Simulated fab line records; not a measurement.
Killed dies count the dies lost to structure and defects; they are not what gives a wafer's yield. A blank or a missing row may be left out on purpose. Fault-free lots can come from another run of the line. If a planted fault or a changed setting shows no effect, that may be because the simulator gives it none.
Matching of chambers    flow n5 finfet    3 sister chambers for N5_BEOL_M10_CURE_71 on uv cure-02
The step cures SiCOH lowk, time 240 s. 24 wafers are shown with their chamber, then 12 later ones without.

## WAFERS PAIRED WITH THEIR CHAMBERS
wafer   chamber  wafer_temp_C_max  lamp power pct (%)
L078.2  1        386.7             52.34
L078.4  1        386.4             52.29
L078.6  1        386.2             52.26
L080.1  2        385.9             52.32
L080.3  2        386.3             52.28
L080.5  2        386.0             52.22
L079.2  1        386.0             52.38
L079.3  1        386.4             52.31
L079.5  1        386.7             52.29
L085.2  2        386.1             52.35
L085.5  2        385.9             52.41
L085.6  2        386.3             52.33
L084.2  1        386.5             52.33
L084.5  1        386.1             52.30
L084.6  1        386.7             52.47
L087.2  1        386.0             52.42
L087.3  1        386.9             52.31
L087.6  1        386.5             52.33
L089.1  2        386.2             52.37
L089.4  2        385.8             52.33
L089.6  2        386.3             52.20
L086.1  0        387.4             52.24
L086.3  0        386.7             52.31
L086.5  0        387.3             52.35

SIGNATURES (means of the wafers above)
reading           chamber 0  chamber 1  chamber 2  scatter within a chamber
wafer_temp_C_max  387.133    386.425    386.089    0.274
lamp power pct    52.3000    52.3358    52.3122    0.0629
Rule: distance of a wafer from a chamber = root of the sum over the readings of ((wafer's reading minus chamber's mean) / reading's scatter) squared. If the next closest chamber is less than 2 further off than the closest, the wafer can't be placed; otherwise it belongs to the closest. The scatter: the root of (the sum of the squares of (reading less its chamber's mean) over the shown wafers, divided by (wafers less chambers)).

## WAFERS WITH NO CHAMBER GIVEN
wafer   wafer_temp_C_max  lamp power pct (%)
L092.3  386.7             52.23
L092.5  387.2             52.20
L092.6  387.6             52.27
L095.2  387.5             52.39
L095.5  387.4             52.26
L095.6  387.0             52.30
L094.3  386.3             52.36
L094.5  386.5             52.30
L094.6  386.3             52.34
L097.3  386.5             52.49
L097.4  386.6             52.31
L097.5  386.3             52.25

## THE CHAMBER EACH PASSED THROUGH
wafer   from the rows above           in truth
L092.3  can't be placed: 0 or 1 or 2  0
L092.5  can't be placed: 0 or 1       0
L092.6  0                             0
L095.2  0                             0
L095.5  0                             0
L095.6  can't be placed: 0 or 1       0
L094.3  can't be placed: 1 or 2       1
L094.5  can't be placed: 1 or 2 or 0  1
L094.6  can't be placed: 1 or 2       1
L097.3  can't be placed: 1 or 2 or 0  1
L097.4  can't be placed: 1 or 2 or 0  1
L097.5  can't be placed: 2 or 1 or 0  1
Correctly placed: 3 of 12. From these rows, 9 cannot be placed; in 9 the true chamber is one of the candidates. 0 placed wrongly.
